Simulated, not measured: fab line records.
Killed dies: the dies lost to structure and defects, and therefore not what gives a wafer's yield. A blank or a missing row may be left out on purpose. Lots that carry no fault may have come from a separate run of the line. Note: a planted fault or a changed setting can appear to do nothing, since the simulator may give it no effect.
fab line records + flow nand_harc
[record]
- lots = 7
- wafers = 18
- last_day = 33
route steps=1302 shown A_DECK1_JOINT@541 A_ONON_D2@545
lots that met no fault: taken from a fault-free run of the same line
start_h: start of the lot's first displayed wafer, in hours after the record's first day + wait_h: time in hours since the lot's previous step + " same as the row above + L1.1+2: one row covering several wafers at once + - either no value or no given start + * or withheld: withheld + < > ~ a bound
route shown NAME@n: a module of which the file shows steps, and the number in the route of the first + usual: mean/standard deviation of fault-free wafers + same: alike in all rows + chamber/n: place in a boat + sites: readings site by site + _std_site: the values' standard deviation + _edge_site: mean of outer sites minus mean of inner sites + radius_mm: how far each site lies from the wafer's centre + mask NAME#n: copy n + behind: tool/chamber where the wafer was last shaped + hold: cause of the lot's hold/its duration in hours/its outcome + device: names the non-switching transistor (n, p or np) + end of line: the route-end tests of the same wafers + a step given without rows: its recipe and nothing more + killed: dies that structure and defects cost at the first sort, which is not the same as the wafer's yield + map: dies across one wafer; x = killed, . = not, _ = none there
set.NAME: the setting as run; set.NAME@STEP: as run at that earlier step + model.NAME: the simulator's own value behind a step, which no gauge read
lots at some steps of the route; a table a step, a row a wafer
services: from which hour (start_h, from the record's first day; less than 0 if before it) a tool's chamber was out of use, for how many hours, and why
[[steps]]
[step NHARC_A_DECK1_JOINT_SRD_15]
[step NHARC_A_DECK1_JOINT_DEP_16]
[recipe]
- target_thk_a = 450
- temp_c = 400
- pressure_torr = 6.5
- rf_w = 900
- teos_flow_sccm = 161.4
- flow_sccm = 2650
- target_thk_nm = 45
- gas = O2
- material = SiO2
[usual]
- heater_power_outer_w = 329/62
- heater_power_w = 590/79
- throttle_valve_pct = 16.0/0.6
| lot.wafer | tool     | chamber | start_h | wait_h | heater_power_outer_w | heater_power_w | throttle_valve_pct |
|-----------|----------|---------|---------|--------|----------------------|----------------|--------------------|
| L227.1    | pecvd-03 | 1       | 277.43  | 0.1    | 396                  | 663            | 16.6               |
| L227.5    | "        | 2       | "       | "      | 307                  | 533            | 16.7               |
| L227.4    | "        | 1       | "       | "      | 397                  | 662            | 16.7               |
| L233.1    | pecvd-03 | 1       | 323.48  | 0.1    | 392                  | 672            | 16.8               |
| L233.4    | "        | 1       | "       | "      | 396                  | 684            | 16.7               |
| L235.2    | pecvd-03 | 2       | 345.87  | 0.1    | 378                  | 609            | 17.0               |
| L235.6    | "        | 1       | "       | "      | 360                  | 603            | 16.9               |
| L237.1    | pecvd-04 | 0       | 362.57  | 0.1    | 335                  | 686            | 15.0               |
| L237.4    | "        | 1       | "       | "      | 287                  | 520            | 16.4               |
| L241.4    | pecvd-03 | 2       | 417.47  | 0.2    | 366                  | 601            | 16.8               |
| L241.5    | "        | 0       | "       | "      | 259                  | 528            | 15.3               |
| L241.6    | "        | 1       | "       | "      | 334                  | 580            | 16.4               |
| L240.1    | pecvd-03 | 2       | 417.55  | 0.3    | 374                  | 615            | 16.7               |
| L240.3    | "        | 1       | "       | "      | 317                  | 575            | 16.3               |
| L240.4    | "        | 2       | "       | "      | 385                  | 640            | 16.5               |
| L249.1    | pecvd-01 | 1       | 486.00  | 0.1    | 233                  | 476            | 15.0               |
| L249.2    | "        | 0       | "       | "      | 508                  | 821            | 15.9               |
| L249.6    | "        | 0       | "       | "      | 524                  | 809            | 16.0               |
[step NHARC_A_DECK1_JOINT_THK_MEAS_17]
[recipe]
- thk_meas_gauge = ellipsometry
[usual]
- thk_nm = 45.0/1.2
| lot.wafer | tool          | chamber | start_h | wait_h | thk_nm |
|-----------|---------------|---------|---------|--------|--------|
| L227.1    | film_metro-02 | -       | 277.65  | 0.2    | 41.9   |
| L227.4    | "             | -       | "       | "      | 45.6   |
| L227.5    | "             | -       | "       | "      | 43.8   |
| L233.1    | film_metro-02 | -       | 323.73  | 0.2    | 45.6   |
| L233.4    | "             | -       | "       | "      | 46.2   |
| L235.2    | film_metro-01 | -       | 346.13  | 0.2    | 44.2   |
| L235.6    | "             | -       | "       | "      | 43.8   |
| L237.1    | film_metro-02 | -       | 362.89  | 0.3    | 45.5   |
| L237.4    | "             | -       | "       | "      | 47.4   |
| L241.4    | film_metro-01 | -       | 417.66  | 0.2    | 44.7   |
| L241.5    | "             | -       | "       | "      | 46.3   |
| L241.6    | "             | -       | "       | "      | 46.6   |
| L240.1    | film_metro-01 | -       | 417.83  | 0.3    | 45.1   |
| L240.3    | "             | -       | "       | "      | 45.0   |
| L240.4    | "             | -       | "       | "      | 43.9   |
| L249.1    | film_metro-02 | -       | 486.28  | 0.3    | 46.1   |
| L249.2    | "             | -       | "       | "      | 46.0   |
| L249.6    | "             | -       | "       | "      | 44.8   |
[step NHARC_A_DECK1_JOINT_INSPECT_05]
[usual]
- raw_defect_count = 314/120
| lot.wafer | tool              | chamber | start_h | wait_h | raw_defect_count |
|-----------|-------------------|---------|---------|--------|------------------|
| L227.1    | defect_inspect-01 | -       | 277.69  | 0.0    | 192              |
| L227.4    | "                 | -       | "       | "      | 219              |
| L227.5    | "                 | -       | "       | "      | 197              |
| L233.1    | defect_inspect-02 | -       | 323.77  | 0.0    | 424              |
| L233.4    | "                 | -       | "       | "      | 357              |
| L235.2    | defect_inspect-02 | -       | 346.16  | 0.0    | 464              |
| L235.6    | "                 | -       | "       | "      | 276              |
| L237.1    | defect_inspect-01 | -       | 362.93  | 0.0    | 389              |
| L237.4    | "                 | -       | "       | "      | 328              |
| L241.4    | defect_inspect-02 | -       | 417.70  | 0.0    | 247              |
| L241.5    | "                 | -       | "       | "      | 199              |
| L241.6    | "                 | -       | "       | "      | 322              |
| L240.1    | defect_inspect-01 | -       | 417.87  | 0.0    | 306              |
| L240.3    | "                 | -       | "       | "      | 319              |
| L240.4    | "                 | -       | "       | "      | 240              |
| L249.1    | defect_inspect-02 | -       | 486.31  | 0.0    | 153              |
| L249.2    | "                 | -       | "       | "      | 172              |
| L249.6    | "                 | -       | "       | "      | 254              |
[step NHARC_A_ONON_D2_DEP_00]
[recipe]
- target_thk_a = 10000
- n2_flow_sccm = 2750
- n2o_flow_sccm = 2000
- nh3_flow_sccm = 500
- sih4_flow_sccm = 210
- temp_c = 400
[step NHARC_A_ONON_D2_THK_MEAS_02]
[recipe]
- thk_meas_gauge = ellipsometry
[usual]
- thk_nm = 1001/10
| lot.wafer | tool          | chamber | start_h | wait_h | thk_nm |
|-----------|---------------|---------|---------|--------|--------|
| L227.1    | film_metro-01 | -       | 278.41  | -      | 995    |
| L227.4    | "             | -       | "       | "      | 997    |
| L227.5    | "             | -       | "       | "      | 996    |
| L233.1    | film_metro-02 | -       | 324.34  | -      | 992    |
| L233.4    | "             | -       | "       | "      | 991    |
| L235.2    | film_metro-02 | -       | 346.74  | -      | 994    |
| L235.6    | "             | -       | "       | "      | 994    |
| L237.1    | film_metro-01 | -       | 363.50  | -      | 1014   |
| L237.4    | "             | -       | "       | "      | 1013   |
| L241.4    | film_metro-02 | -       | 418.28  | -      | 1028   |
| L241.5    | "             | -       | "       | "      | 1028   |
| L241.6    | "             | -       | "       | "      | 1029   |
| L240.1    | film_metro-01 | -       | 418.44  | -      | 1003   |
| L240.3    | "             | -       | "       | "      | 1004   |
| L240.4    | "             | -       | "       | "      | 1005   |
| L249.1    | film_metro-02 | -       | 486.89  | -      | 1003   |
| L249.2    | "             | -       | "       | "      | 1004   |
| L249.6    | "             | -       | "       | "      | 1005   |
[step NHARC_A_ONON_D2_DEP_03]
[recipe]
- target_thk_a = 10000
- n2_flow_sccm = 2750
- n2o_flow_sccm = 2000
- nh3_flow_sccm = 500
- sih4_flow_sccm = 210
- temp_c = 400
[step NHARC_A_ONON_D2_THK_MEAS_05]
[recipe]
- thk_meas_gauge = ellipsometry
[usual]
- thk_nm = 1001/10
| lot.wafer | tool          | chamber | start_h | wait_h | thk_nm |
|-----------|---------------|---------|---------|--------|--------|
| L227.1    | film_metro-01 | -       | 278.98  | -      | 988    |
| L227.4    | "             | -       | "       | "      | 990    |
| L227.5    | "             | -       | "       | "      | 989    |
| L233.1    | film_metro-01 | -       | 324.91  | -      | 1001   |
| L233.4    | "             | -       | "       | "      | 1003   |
| L235.2    | film_metro-02 | -       | 347.31  | -      | 1005   |
| L235.6    | "             | -       | "       | "      | 1005   |
| L237.1    | film_metro-02 | -       | 364.09  | -      | 997    |
| L237.4    | "             | -       | "       | "      | 998    |
| L241.4    | film_metro-01 | -       | 418.84  | -      | 988    |
| L241.5    | "             | -       | "       | "      | 989    |
| L241.6    | "             | -       | "       | "      | 989    |
| L240.1    | film_metro-01 | -       | 419.01  | -      | 1002   |
| L240.3    | "             | -       | "       | "      | 1003   |
| L240.4    | "             | -       | "       | "      | 1000   |
| L249.1    | film_metro-02 | -       | 487.45  | -      | 1009   |
| L249.2    | "             | -       | "       | "      | 1009   |
| L249.6    | "             | -       | "       | "      | 1010   |
[step NHARC_A_ONON_D2_DEP_06]
[recipe]
- target_thk_a = 10000
- n2_flow_sccm = 2750
- n2o_flow_sccm = 2000
- nh3_flow_sccm = 500
- sih4_flow_sccm = 210
- temp_c = 400
[step NHARC_A_ONON_D2_THK_MEAS_08]
[recipe]
- thk_meas_gauge = ellipsometry
[usual]
- thk_nm = 995/7.9
| lot.wafer | tool          | chamber | start_h | wait_h | thk_nm |
|-----------|---------------|---------|---------|--------|--------|
| L227.1    | film_metro-01 | -       | 279.55  | -      | 994    |
| L227.4    | "             | -       | "       | "      | 994    |
| L227.5    | "             | -       | "       | "      | 992    |
| L233.1    | film_metro-02 | -       | 325.48  | -      | 998    |
| L233.4    | "             | -       | "       | "      | 998    |
| L235.2    | film_metro-01 | -       | 347.87  | -      | 1002   |
| L235.6    | "             | -       | "       | "      | 1000   |
| L237.1    | film_metro-02 | -       | 364.66  | -      | 1012   |
| L237.4    | "             | -       | "       | "      | 1014   |
| L241.4    | film_metro-01 | -       | 419.42  | -      | 1003   |
| L241.5    | "             | -       | "       | "      | 1001   |
| L241.6    | "             | -       | "       | "      | 1002   |
| L240.1    | film_metro-02 | -       | 419.57  | -      | 1004   |
| L240.3    | "             | -       | "       | "      | 1002   |
| L240.4    | "             | -       | "       | "      | 1003   |
| L249.1    | film_metro-02 | -       | 488.02  | -      | 998    |
| L249.2    | "             | -       | "       | "      | 998    |
| L249.6    | "             | -       | "       | "      | 997    |
[step NHARC_A_ONON_D2_DEP_09]
[recipe]
- target_thk_a = 10000
- n2_flow_sccm = 2750
- n2o_flow_sccm = 2000
- nh3_flow_sccm = 500
- sih4_flow_sccm = 210
- temp_c = 400
[step NHARC_A_ONON_D2_THK_MEAS_11]
[recipe]
- thk_meas_gauge = ellipsometry
[usual]
- thk_nm = 998/13
| lot.wafer | tool          | chamber | start_h | wait_h | thk_nm |
|-----------|---------------|---------|---------|--------|--------|
| L227.1    | film_metro-02 | -       | 280.12  | -      | 996    |
| L227.4    | "             | -       | "       | "      | 998    |
| L227.5    | "             | -       | "       | "      | 996    |
| L233.1    | film_metro-02 | -       | 326.04  | -      | 983    |
| L233.4    | "             | -       | "       | "      | 983    |
| L235.2    | film_metro-02 | -       | 348.44  | -      | 1007   |
| L235.6    | "             | -       | "       | "      | 1005   |
| L237.1    | film_metro-02 | -       | 365.22  | -      | 993    |
| L237.4    | "             | -       | "       | "      | 992    |
| L241.4    | film_metro-02 | -       | 419.98  | -      | 1000   |
| L241.5    | "             | -       | "       | "      | 997    |
| L241.6    | "             | -       | "       | "      | 998    |
| L240.1    | film_metro-02 | -       | 420.15  | -      | 989    |
| L240.3    | "             | -       | "       | "      | 988    |
| L240.4    | "             | -       | "       | "      | 990    |
| L249.1    | film_metro-01 | -       | 488.59  | -      | 1001   |
| L249.2    | "             | -       | "       | "      | 1000   |
| L249.6    | "             | -       | "       | "      | 1004   |
[step NHARC_A_ONON_D2_DEP_12]
[recipe]
- target_thk_a = 10000
- n2_flow_sccm = 2750
- n2o_flow_sccm = 2000
- nh3_flow_sccm = 500
- sih4_flow_sccm = 210
- temp_c = 400
[usual]
- nh3_flow_sccm = 500.4/1.5
| lot.wafer | tool          | chamber | start_h | wait_h | nh3_flow_sccm |
|-----------|---------------|---------|---------|--------|---------------|
| L227.1    | pecvd_onon-04 | 0       | 280.17  | 0.1    | 500.1         |
| L227.4    | "             | 0       | "       | "      | 501.0         |
| L227.5    | "             | 0       | "       | "      | 500.4         |
| L233.1    | pecvd_onon-02 | 0       | 326.09  | 0.1    | 499.1         |
| L233.4    | "             | 0       | "       | "      | 499.6         |
| L235.2    | pecvd_onon-02 | 0       | 348.56  | 0.1    | 501.1         |
| L235.6    | "             | 0       | "       | "      | 503.1         |
| L237.1    | pecvd_onon-02 | 0       | 365.28  | 0.1    | 498.5         |
| L237.4    | "             | 0       | "       | "      | 500.0         |
| L240.1    | pecvd_onon-02 | 0       | 420.20  | 0.1    | 502.9         |
| L240.3    | "             | 0       | "       | "      | 501.8         |
| L240.4    | "             | 0       | "       | "      | 500.9         |
| L241.4    | pecvd_onon-01 | 0       | 420.21  | 0.2    | 501.8         |
| L241.5    | "             | 0       | "       | "      | 502.2         |
| L241.6    | "             | 0       | "       | "      | 498.6         |
| L249.1    | pecvd_onon-02 | 0       | 488.64  | 0.1    | 500.7         |
| L249.2    | "             | 0       | "       | "      | 503.7         |
| L249.6    | "             | 0       | "       | "      | 500.2         |
[step NHARC_A_ONON_D2_THK_MEAS_14]
[recipe]
- thk_meas_gauge = ellipsometry
[usual]
- thk_nm = 1002/10
| lot.wafer | tool          | chamber | start_h | wait_h | thk_nm |
|-----------|---------------|---------|---------|--------|--------|
| L227.1    | film_metro-02 | -       | 280.68  | -      | 995    |
| L227.4    | "             | -       | "       | "      | 994    |
| L227.5    | "             | -       | "       | "      | 996    |
| L233.1    | film_metro-01 | -       | 326.60  | -      | 994    |
| L233.4    | "             | -       | "       | "      | 721    |
| L235.2    | film_metro-02 | -       | 349.03  | -      | 742    |
| L235.6    | "             | -       | "       | "      | 1013   |
| L237.1    | film_metro-02 | -       | 365.79  | -      | 1006   |
| L237.4    | "             | -       | "       | "      | 738    |
| L241.4    | film_metro-02 | -       | 420.55  | -      | 994    |
| L241.5    | "             | -       | "       | "      | 992    |
| L241.6    | "             | -       | "       | "      | 992    |
| L240.1    | film_metro-02 | -       | 420.71  | -      | 993    |
| L240.3    | "             | -       | "       | "      | 995    |
| L240.4    | "             | -       | "       | "      | 995    |
| L249.1    | film_metro-01 | -       | 489.16  | -      | 977    |
| L249.2    | "             | -       | "       | "      | 978    |
| L249.6    | "             | -       | "       | "      | 977    |
[step NHARC_A_ONON_D2_ANNEAL_15]
[recipe]
- temp_c = 750
- time_s = 3600
[[services]]
| tool          | chamber | start_h | hours | kind       |
|---------------|---------|---------|-------|------------|
| pecvd-04      | -       | 269.08  | 13.0  | pm         |
| pecvd_onon-01 | -       | 269.29  | 13.0  | pm         |
| pecvd-03      | -       | 295.93  | 0.4   | repair     |
| pecvd-01      | -       | 311.00  | 13.0  | pm         |
| pecvd-01      | 0       | 311.00  | 13.0  | vent_cycle |
| pecvd_onon-04 | -       | 311.42  | 13.0  | pm         |
| pecvd-01      | -       | 341.16  | 1.4   | repair     |
| pecvd-04      | 2       | 361.31  | 6.6   | repair     |
| pecvd-03      | -       | 366.00  | 13.0  | pm         |
| pecvd-03      | 0       | 366.00  | 13.0  | vent_cycle |
| pecvd-03      | 1       | 366.00  | 13.0  | vent_cycle |
| pecvd-03      | 2       | 366.00  | 13.0  | vent_cycle |
| pecvd_onon-02 | -       | 366.10  | 13.0  | pm         |
| pecvd-01      | -       | 376.62  | 0.2   | repair     |
| pecvd-04      | 2       | 377.59  | 4.0   | repair     |
| pecvd-03      | 0       | 379.00  | -     | clean      |
| pecvd-03      | 1       | 379.00  | -     | clean      |
| pecvd-03      | 2       | 379.00  | -     | clean      |
| pecvd-04      | -       | 392.48  | 27.3  | repair     |
| pecvd_onon-04 | -       | 392.86  | 0.8   | repair     |
| pecvd-04      | -       | 450.08  | 13.0  | pm         |
| pecvd_onon-01 | -       | 450.29  | 13.0  | pm         |
| pecvd-03      | -       | 463.99  | 0.5   | repair     |
| pecvd-01      | 1       | 477.81  | 2.2   | repair     |
[[key]]
[first_sign]
- step = NHARC_A_ONON_D2_THK_MEAS_14
- reading = thk_nm
- direction = down
- sigmas = 27
- usual = 1002
- struck = 733
effect none on later readings
met_at NHARC_A_ONON_D2_DEP_12
struck_wafers L233.4,L235.2,L237.4
sort_left_out L233.4,L235.2,L237.4
tester_left_out L233,L235,L237
[fault]
- kind = process_parameter_drift
- tool = pecvd_onon-02
- chamber = -
- onset_h = 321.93
- steps = NHARC_A_ONON_D2_DEP_12
- channel = target_thk_a
- offset = *
- shape = step
- end_h = 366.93
- scope = struck_wafers_only
- acts_in = *
- stated = *
// tester_left_out: of these lots the tester's yield and bins aren't shown, on N5 and GAA mostly nor the transistor test; their killed dies are dies lost to structure and defects alone, not to doping, threshold or leakage, so they don't give the yield
// sort_left_out: the simulated sort isn't trusted on such a fault, so these wafers' sort isn't shown, and their yield isn't known
